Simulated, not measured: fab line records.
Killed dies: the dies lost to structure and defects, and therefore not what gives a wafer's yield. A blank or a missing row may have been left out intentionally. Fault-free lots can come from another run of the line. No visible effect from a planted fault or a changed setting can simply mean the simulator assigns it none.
fab line records + flow n5Finfet
record
- lots=12
- wafers=35
- lastDay=16
route steps=1938 shown BEOL_M4@1100 BEOL_M5@1123 PASSIVATION@1936
lots that met no fault: taken from a fault-free run of the same line
startH: the number of hours between the record's first day and the start of the first shown wafer of the lot + waitH: hours since the lot's step before + " same as the row above + L1.1+2: several wafers, shown together as one row + - value missing, or start not given + * or withheld: withheld + < > ~ a bound
route shown NAME@n: NAME is a module with steps in the file, n the number in the route of the first one + usual: mean and standard deviation over wafers with no fault + same: alike in all rows + chamber/n: place in a boat + sites: per-site readings + _std_site: the values' standard deviation + _edge_site: outer sites' mean less inner sites' + radiusMm: for every site, how far away it sits from the centre of the wafer + mask NAME#n: copy n + behind: the tool/chamber that last shaped the wafer + hold: the reason the lot was held/the length of the hold in hours/how it ended + device: the n, p or np transistor that did not switch + end of line: the tests these same wafers got at the end of their route + a step given without rows: its recipe and nothing more + killed: dies lost to structure and defects at the first sort, not the wafer's yield + map: shows each die of a wafer: x if killed, . if not, _ if none is there
set.NAME: the run value of the setting; set.NAME@STEP: its run value at that earlier step + model.NAME: the simulator's own value behind a step, which no gauge read
the route's steps for a sample of lots (tables are steps, rows are wafers)
services: when a tool's chamber went out of use (startH, in hours from the record's first day, below 0 if earlier), for how many hours, and the reason
## steps
# step N5_BEOL_M4_SPUTTER_96
# recipe
- material=Cu
- targetThkA=45
- tempC=-20
- chamberPressurePa=0.07
- powerW=withheld
- timeS=8.29
# usual
- throttleValvePct=30.2/1.5
| lot.wafer | tool          | chamber | startH | waitH | throttleValvePct |
|-----------|---------------|---------|--------|-------|------------------|
| L931.2    | pvdSputter-03 | -       | 191.17 | 0.1   | 27.9             |
| L931.3    | "             | -       | "      | "     | 31.6             |
| L931.6    | "             | -       | "      | "     | 27.8             |
| L932.1    | pvdSputter-01 | -       | 195.70 | 0.1   | 30.0             |
| L932.2    | "             | -       | "      | "     | 30.3             |
| L932.4    | "             | -       | "      | "     | 29.6             |
| L935.2    | pvdSputter-02 | -       | 196.26 | 0.1   | 28.8             |
| L935.3    | "             | -       | "      | "     | 32.6             |
| L935.4    | "             | -       | "      | "     | 28.8             |
| L933.1    | pvdSputter-02 | -       | 203.31 | 0.1   | 32.7             |
| L933.2    | "             | -       | "      | "     | 29.1             |
| L933.6    | "             | -       | "      | "     | 29.1             |
| L934.1    | pvdSputter-02 | -       | 205.41 | 0.1   | 30.9             |
| L934.3    | "             | -       | "      | "     | 29.2             |
| L934.5    | "             | -       | "      | "     | 32.6             |
| L938.3    | pvdSputter-02 | -       | 217.78 | 0.1   | 32.6             |
| L938.4    | "             | -       | "      | "     | 29.3             |
| L938.5    | "             | -       | "      | "     | 28.4             |
| L937.2    | pvdSputter-01 | -       | 221.43 | 0.1   | 29.9             |
| L937.3    | "             | -       | "      | "     | 29.3             |
| L937.6    | "             | -       | "      | "     | 30.1             |
| L940.2    | pvdSputter-01 | -       | 230.96 | 0.1   | 30.1             |
| L940.5    | "             | -       | "      | "     | 30.2             |
| L940.6    | "             | -       | "      | "     | 30.6             |
| L941.1    | pvdSputter-03 | -       | 248.83 | 0.1   | 30.9             |
| L941.2    | "             | -       | "      | "     | 31.8             |
| L941.5    | "             | -       | "      | "     | 28.5             |
| L942.2    | pvdSputter-02 | -       | 249.19 | 0.1   | 32.7             |
| L942.4    | "             | -       | "      | "     | 28.7             |
| L942.6    | "             | -       | "      | "     | 28.8             |
| L944.2    | pvdSputter-02 | -       | 253.81 | 0.1   | 30.8             |
| L944.4    | "             | -       | "      | "     | 32.5             |
| L944.6    | "             | -       | "      | "     | 29.0             |
| L945.1    | pvdSputter-01 | -       | 264.72 | 0.1   | 30.4             |
| L945.4    | "             | -       | "      | "     | 30.4             |
# step N5_BEOL_M4_THK_MEAS_53
# recipe
- thkMeasGauge=xrf
- reads=Cu_of_BEOL_M4_ECD_50
# usual
- M4_THK=40.1/1.6
| lot.wafer | tool         | chamber | startH | waitH | M4_THK[nm] |
|-----------|--------------|---------|--------|-------|------------|
| L931.2    | filmMetro-02 | -       | 191.97 | -     | 37.3       |
| L931.3    | "            | -       | "      | "     | 41.2       |
| L931.6    | "            | -       | "      | "     | 40.2       |
| L932.1    | filmMetro-01 | -       | 196.49 | -     | 39.0       |
| L932.2    | "            | -       | "      | "     | 39.8       |
| L932.4    | "            | -       | "      | "     | 40.9       |
| L935.2    | filmMetro-02 | -       | 197.07 | -     | 35.8       |
| L935.3    | "            | -       | "      | "     | 38.4       |
| L935.4    | "            | -       | "      | "     | 39.5       |
| L933.1    | filmMetro-01 | -       | 204.10 | -     | 39.2       |
| L933.2    | "            | -       | "      | "     | 38.7       |
| L933.6    | "            | -       | "      | "     | 41.2       |
| L934.1    | filmMetro-01 | -       | 206.21 | -     | 39.3       |
| L934.3    | "            | -       | "      | "     | 41.7       |
| L934.5    | "            | -       | "      | "     | 41.5       |
| L938.3    | filmMetro-01 | -       | 219.89 | -     | 41.5       |
| L938.4    | "            | -       | "      | "     | 41.0       |
| L938.5    | "            | -       | "      | "     | 39.9       |
| L937.2    | filmMetro-02 | -       | 222.22 | -     | 41.0       |
| L937.3    | "            | -       | "      | "     | 41.6       |
| L937.6    | "            | -       | "      | "     | 39.0       |
| L940.2    | filmMetro-02 | -       | 231.75 | -     | 39.6       |
| L940.5    | "            | -       | "      | "     | 41.7       |
| L940.6    | "            | -       | "      | "     | 42.9       |
| L941.1    | filmMetro-01 | -       | 249.72 | -     | 41.8       |
| L941.2    | "            | -       | "      | "     | 39.4       |
| L941.5    | "            | -       | "      | "     | 38.3       |
| L942.2    | filmMetro-01 | -       | 249.99 | -     | 38.4       |
| L942.4    | "            | -       | "      | "     | 38.7       |
| L942.6    | "            | -       | "      | "     | 36.7       |
| L944.2    | filmMetro-01 | -       | 254.60 | -     | 41.3       |
| L944.4    | "            | -       | "      | "     | 40.4       |
| L944.6    | "            | -       | "      | "     | 40.4       |
| L945.1    | filmMetro-02 | -       | 265.51 | -     | 41.2       |
| L945.4    | "            | -       | "      | "     | 40.7       |
# step N5_BEOL_M5_EXPOSE_08
# recipe
- maskId=M5
- na=0.33
- sourceShape=annular
- sigmaInner=0.4
- sigmaOuter=0.8
- polarization=unpolarized
- targetCdNm=28
- doseMj=35.75
| lot.wafer  | tool          | chamber | startH | waitH | mask |
|------------|---------------|---------|--------|-------|------|
| L931.2+3+6 | euvScanner-01 | 0       | 194.69 | -     | M5#0 |
| L932.1+2+4 | euvScanner-02 | 0       | 200.19 | -     | M5#0 |
| L935.2+3+4 | euvScanner-02 | 0       | 200.27 | -     | M5#0 |
| L933.1+2+6 | euvScanner-01 | 0       | 208.39 | -     | M5#0 |
| L934.1+3+5 | euvScanner-02 | 0       | 208.85 | -     | M5#0 |
| L938.3+4+5 | euvScanner-02 | 0       | 224.68 | -     | M5#0 |
| L937.2+3+6 | euvScanner-01 | 0       | 225.36 | -     | M5#0 |
| L940.2+5+6 | euvScanner-01 | 0       | 234.55 | -     | M5#0 |
| L941.1+2+5 | euvScanner-01 | 0       | 253.89 | -     | M5#0 |
| L942.2+4+6 | euvScanner-01 | 0       | 254.09 | -     | M5#0 |
| L944.2+4+6 | euvScanner-02 | 0       | 257.43 | -     | M5#0 |
| L945.1+4   | euvScanner-01 | 0       | 268.56 | -     | M5#0 |
# step N5_BEOL_M5_CD_MEAS_11
# recipe
- targetCdNm=27.74
- landingEnergyEv=500
- detector=seInlens
# usual
- cdNm=27.89/0.27
| lot.wafer | tool     | chamber | startH | waitH | cdNm  |
|-----------|----------|---------|--------|-------|-------|
| L931.2    | cdSem-01 | 0       | 194.82 | -     | 28.08 |
| L931.3    | "        | 0       | "      | "     | 27.60 |
| L931.6    | "        | 0       | "      | "     | 27.65 |
| L932.1    | cdSem-02 | 0       | 200.32 | -     | 27.66 |
| L932.2    | "        | 0       | "      | "     | 27.87 |
| L932.4    | "        | 0       | "      | "     | 27.91 |
| L935.2    | cdSem-02 | 0       | 200.40 | -     | 28.39 |
| L935.3    | "        | 0       | "      | "     | 28.13 |
| L935.4    | "        | 0       | "      | "     | 28.09 |
| L933.1    | cdSem-02 | 0       | 208.52 | -     | 28.08 |
| L933.2    | "        | 0       | "      | "     | 28.22 |
| L933.6    | "        | 0       | "      | "     | 27.92 |
| L934.1    | cdSem-01 | 0       | 208.98 | -     | 28.14 |
| L934.3    | "        | 0       | "      | "     | 27.76 |
| L934.5    | "        | 0       | "      | "     | 27.59 |
| L938.3    | cdSem-02 | 0       | 224.80 | -     | 28.09 |
| L938.4    | "        | 0       | "      | "     | 27.79 |
| L938.5    | "        | 0       | "      | "     | 27.79 |
| L937.2    | cdSem-03 | 0       | 225.48 | -     | 27.59 |
| L937.3    | "        | 0       | "      | "     | 27.47 |
| L937.6    | "        | 0       | "      | "     | 27.42 |
| L940.2    | cdSem-03 | 0       | 234.68 | -     | 27.97 |
| L940.5    | "        | 0       | "      | "     | 27.30 |
| L940.6    | "        | 0       | "      | "     | 27.75 |
| L941.1    | cdSem-03 | 0       | 254.01 | -     | 27.83 |
| L941.2    | "        | 0       | "      | "     | 27.99 |
| L941.5    | "        | 0       | "      | "     | 28.04 |
| L942.2    | cdSem-02 | 0       | 254.21 | -     | 27.82 |
| L942.4    | "        | 0       | "      | "     | 26.83 |
| L942.6    | "        | 0       | "      | "     | 27.81 |
| L944.2    | cdSem-03 | 0       | 257.55 | -     | 28.17 |
| L944.4    | "        | 0       | "      | "     | 27.96 |
| L944.6    | "        | 0       | "      | "     | 27.71 |
| L945.1    | cdSem-01 | 0       | 268.69 | -     | 27.62 |
| L945.4    | "        | 0       | "      | "     | 26.84 |
# step N5_BEOL_M5_OVL_MEAS_12
# recipe
- pointsPerWafer=522
# usual
- M5_OVL=-0.2/0.81
| lot.wafer | tool       | chamber | startH | waitH | M5_OVL[nm] |
|-----------|------------|---------|--------|-------|------------|
| L931.2    | overlay-02 | 0       | 194.85 | 0.0   | 0.0        |
| L931.3    | "          | 0       | "      | "     | -0.4       |
| L931.6    | "          | 0       | "      | "     | -0.5       |
| L932.1    | overlay-01 | 0       | 200.35 | 0.0   | 1.1        |
| L932.2    | "          | 0       | "      | "     | 0.9        |
| L932.4    | "          | 0       | "      | "     | 0.7        |
| L935.2    | overlay-02 | 0       | 200.44 | 0.0   | -0.9       |
| L935.3    | "          | 0       | "      | "     | -0.4       |
| L935.4    | "          | 0       | "      | "     | -1.0       |
| L933.1    | overlay-02 | 0       | 208.55 | 0.0   | 0.6        |
| L933.2    | "          | 0       | "      | "     | -0.3       |
| L933.6    | "          | 0       | "      | "     | -0.7       |
| L934.1    | overlay-01 | 0       | 209.01 | 0.0   | -0.8       |
| L934.3    | "          | 0       | "      | "     | 0.3        |
| L934.5    | "          | 0       | "      | "     | -0.7       |
| L938.3    | overlay-01 | 0       | 224.84 | 0.0   | -1.3       |
| L938.4    | "          | 0       | "      | "     | -0.6       |
| L938.5    | "          | 0       | "      | "     | -0.5       |
| L937.2    | overlay-02 | 0       | 225.52 | 0.0   | -0.3       |
| L937.3    | "          | 0       | "      | "     | -1.6       |
| L937.6    | "          | 0       | "      | "     | -1.8       |
| L940.2    | overlay-01 | 0       | 234.71 | 0.0   | 0.0        |
| L940.5    | "          | 0       | "      | "     | 1.6        |
| L940.6    | "          | 0       | "      | "     | 0.6        |
| L941.1    | overlay-02 | 0       | 254.04 | 0.0   | 0.8        |
| L941.2    | "          | 0       | "      | "     | -0.3       |
| L941.5    | "          | 0       | "      | "     | -0.1       |
| L942.2    | overlay-01 | 0       | 254.25 | 0.0   | -0.1       |
| L942.4    | "          | 0       | "      | "     | 0.6        |
| L942.6    | "          | 0       | "      | "     | -0.4       |
| L944.2    | overlay-01 | 0       | 257.58 | 0.0   | 0.2        |
| L944.4    | "          | 0       | "      | "     | -0.7       |
| L944.6    | "          | 0       | "      | "     | 0.3        |
| L945.1    | overlay-02 | 0       | 268.72 | 0.0   | -0.1       |
| L945.4    | "          | 0       | "      | "     | -1.6       |
# step N5_PASSIVATION_PROBE_49
# usual
- defectLimitedYield=90.9/1.5
- killed_at_M0_to_M3=35/10
- killed_at_M4_up=14/5.2
- killedAtContacts=13/7.3
- killedAtFrontEnd=42/12
- killedAtOther=3.4/2.5
- killedDies=108/18
- killedOpen=70/13
- killedShort=35/8
- sort_bin_5_function=5.4/1
- sort_bin_6_memory=3.4/0.71
- sort_bin_8_speed=0.00/0.0099
- sortNPass=1072/18
- sortYieldPct=90.9/1.5
# same
- grossDies=1180
- killedAtBackSide=0
- sort_bin_4_leakage[%]=0
| lot.wafer | tool      | chamber | startH | waitH | defectLimitedYield[%] | killed_at_M0_to_M3 | killed_at_M4_up | killedAtContacts | killedAtFrontEnd | killedAtOther | killedDies | killedOpen | killedShort | sort_bin_5_function[%] | sort_bin_6_memory[%] | sort_bin_8_speed[%] | sortNPass | sortYieldPct[%] |
|-----------|-----------|---------|--------|-------|-----------------------|--------------------|-----------------|------------------|------------------|---------------|------------|------------|-------------|------------------------|----------------------|---------------------|-----------|-----------------|
| L938.4    | prober-01 | -       | 317.63 | 0.2   | 91.4                  | 34                 | 13              | 15               | 39               | 1             | 102        | 61         | 39          | 5.0                    | 3.2                  | 0                   | 1078      | 91.4            |
| L945.4    | prober-02 | -       | 376.72 | 0.2   | 88.5                  | 52                 | 20              | 16               | 47               | 1             | 136        | 88         | 45          | 7.1                    | 4.2                  | 0                   | 1044      | 88.5            |
# killed by level:class
L938.4 MOL_CONTACT_COAG:geometricParticle:open=13 BEOL_M0_SAQP:geometricParticle:short=10 BEOL_M0_SAQP:geometricParticle:open=9 STI_FIN_REVEAL:geometricParticle:open=6 GATE_CUT:geometricParticle:short=6 FIN_SAQP:geometricParticle:open=5 STI_FIN_REVEAL:geometricParticle:short=4 BEOL_M1:geometricParticle:open=4
L945.4 BEOL_M0_SAQP:geometricParticle:short=18 STI_FIN_REVEAL:geometricParticle:open=17 BEOL_M0_SAQP:geometricParticle:open=14 MOL_CONTACT_COAG:geometricParticle:open=13 BEOL_M4:geometricParticle:open=8 FIN_SAQP:geometricParticle:short=7 FIN_SAQP:geometricParticle:open=7 BEOL_M3:geometricParticle:open=6
## services
| tool          | chamber | startH | hours | kind        |
|---------------|---------|--------|-------|-------------|
| euvScanner-02 | -       | 204.27 | 1.0   | pm          |
| euvScanner-01 | -       | 212.17 | 0.6   | repair      |
| euvScanner-02 | -       | 223.09 | 0.4   | repair      |
| euvScanner-01 | 0       | 254.28 | -     | calibration |
| euvScanner-02 | 0       | 256.90 | -     | calibration |
| euvScanner-02 | -       | 260.42 | 1.0   | pm          |
## key
firstSign
- step=N5_BEOL_M5_CD_MEAS_11
- reading=cdNm
- direction=down
- sigmas=4
- usual=27.89
- struck=26.83
effect none on later readings
metAt N5_BEOL_M5_EXPOSE_08
struckLots L942,L945
struckWafers L942.4,L945.4
notActingAt N5_BEOL_M4_SPUTTER_96,N5_BEOL_M4_THK_MEAS_53,N5_BEOL_M5_OVL_MEAS_12
onsetBetween 253.89 254.09
fault
- kind=processParameterDrift
- tool=euvScanner-01
- chamber=-
- onsetH=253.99
- steps=N5_BEOL_M5_EXPOSE_08
- channel=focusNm
- offset=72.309
- shape=step
- endH=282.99
- scope=struckWafersOnly
